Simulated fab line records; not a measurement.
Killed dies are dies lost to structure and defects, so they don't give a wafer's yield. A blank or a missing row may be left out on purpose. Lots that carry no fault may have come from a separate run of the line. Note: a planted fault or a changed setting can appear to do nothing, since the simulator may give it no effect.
Chamber matching + flow n5Finfet + 4 sister chambers for N5_FIN_SAQP_HM_OPEN_73 on rieDiel-03
The step chemistry CHF3/O2, target SiO2, stops on a-Si, target depth 12 nm, time 16.8 s. 16 wafers are shown with their chamber, then 8 later ones without.

## WAFERS, EACH WITH ITS CHAMBER
| wafer  | chamber | drypumpMotorCurrentA (A) | rfVppV (V) | throttleValvePct (%) |
|--------|---------|--------------------------|------------|----------------------|
| L075.3 | 0       | 5.8                      | 506        | 18.94                |
| L075.4 | 2       | 5.4                      | 533        | 18.88                |
| L075.6 | 2       | 5.3                      | 534        | 18.87                |
| L077.4 | 3       | 5.5                      | 531        | 19.17                |
| L077.5 | 0       | 5.8                      | 505        | 18.94                |
| L077.6 | 1       | 6.3                      | 551        | 18.71                |
| L080.2 | 3       | 5.5                      | 531        | 19.18                |
| L080.3 | 2       | 5.3                      | 534        | 18.90                |
| L080.6 | 1       | 6.3                      | 549        | 18.74                |
| L083.1 | 2       | 5.3                      | 532        | 18.91                |
| L083.2 | 3       | 5.5                      | 532        | 19.18                |
| L083.4 | 0       | 5.8                      | 505        | 18.96                |
| L088.1 | 1       | 6.3                      | 549        | 18.75                |
| L088.5 | 0       | 5.8                      | 505        | 18.98                |
| L088.6 | 1       | 6.3                      | 548        | 18.76                |
| L089.3 | 2       | 5.3                      | 533        | 18.92                |

SIGNATURES, as means of the wafers listed above
| reading              | chamber 0 | chamber 1 | chamber 2 | chamber 3 | scatter within a chamber |
|----------------------|-----------|-----------|-----------|-----------|--------------------------|
| drypumpMotorCurrentA | 5.800     | 6.300     | 5.320     | 5.500     | 0.0258                   |
| rfVppV               | 505.25    | 549.25    | 533.20    | 531.33    | 0.864                    |
| throttleValvePct     | 18.9550   | 18.7400   | 18.8960   | 19.1767   | 0.0189                   |
Rule: for a wafer and a chamber, the distance is found by dividing, reading by reading, the gap between the wafer's reading and the chamber's mean by the reading's scatter, squaring, summing and taking the root. If the next closest chamber is less than 2 further off than the closest, the wafer can't be placed; otherwise it belongs to the closest. How the scatter is found: for the shown wafers, subtract from each reading the mean of its chamber, square and add these, divide the total by (wafers less chambers), then take the root.

## WAFERS WITHOUT THEIR CHAMBER
| wafer  | drypumpMotorCurrentA (A) | rfVppV (V) | throttleValvePct (%) |
|--------|--------------------------|------------|----------------------|
| L089.4 | 5.8                      | 505        | 18.99                |
| L089.6 | 6.3                      | 550        | 18.76                |
| L090.2 | 5.4                      | 532        | 18.93                |
| L090.4 | 5.8                      | 503        | 18.98                |
| L090.5 | 6.3                      | 548        | 18.75                |
| L094.2 | 5.8                      | 507        | 19.01                |
| L094.3 | 5.4                      | 532        | 18.95                |
| L094.5 | 5.5                      | 531        | 18.78                |

## WHICH CHAMBER EACH WENT THROUGH
| wafer  | from the rows above | in truth                   |
|--------|---------------------|----------------------------|
| L089.4 | 0                   | 0                          |
| L089.6 | 1                   | 1                          |
| L090.2 | 2                   | 2                          |
| L090.4 | 0                   | 0                          |
| L090.5 | 1                   | 1                          |
| L094.2 | 0                   | 0                          |
| L094.3 | 2                   | 2                          |
| L094.5 | 2                   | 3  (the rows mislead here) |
7 of 8 placed correctly. Can't be placed from these rows: 0. Placed wrongly: 1.
